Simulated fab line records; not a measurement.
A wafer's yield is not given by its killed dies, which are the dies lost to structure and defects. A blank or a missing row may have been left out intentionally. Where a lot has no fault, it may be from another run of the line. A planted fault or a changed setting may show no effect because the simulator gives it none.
Chamber matching + flow nand-harc + 4 sister chambers for NHARC_P_M1_ETCH_35 on rie-diel-13
The step etches the open film in N2/H2, target depth 40 nm, overetch 12 nm, time 43.94 s. 4 wafers are shown with their chamber, then 7 later ones without.

== WAFERS PAIRED WITH THEIR CHAMBERS ==
| wafer  | chamber | showerhead-plenum-p-Torr (Torr) |
|--------|---------|---------------------------------|
| L791.3 | 2       | 2.10                            |
| L791.6 | 1       | 1.97                            |
| L795.1 | 3       | 1.99                            |
| L795.3 | 0       | 1.98                            |

== WAFERS WITH NO CHAMBER GIVEN ==
| wafer  | showerhead-plenum-p-Torr (Torr) |
|--------|---------------------------------|
| L795.6 | 1.98                            |
| L798.2 | 1.98                            |
| L798.3 | 1.97                            |
| L798.4 | 1.99                            |
| L800.1 | 1.99                            |
| L800.5 | 1.97                            |
| L800.6 | 2.09                            |

== CHAMBER TAKEN BY EACH ==
| wafer  | from the rows above | in truth |
|--------|---------------------|----------|
| L795.6 | 0                   | 0        |
| L798.2 | 0                   | 0        |
| L798.3 | 1                   | 1        |
| L798.4 | 3                   | 3        |
| L800.1 | 3                   | 3        |
| L800.5 | 1                   | 1        |
| L800.6 | 2                   | 2        |
Correct placement for 7 of the 7. From these rows, 0 cannot be placed. Wrongly placed: 0.
How it was worked out, from the rows above alone: a wafer's distance from a chamber is the root of the sum, over the readings, of the square of ((its reading less the chamber's mean) divided by the reading's scatter). The wafer belongs to the nearest chamber; if the next one is less than 2 further off, it can't be placed. A chamber's mean is the mean of its shown wafers. The scatter: with one shown wafer a chamber, the root of the mean of the squares of how far each hidden wafer lies from its nearest shown one.
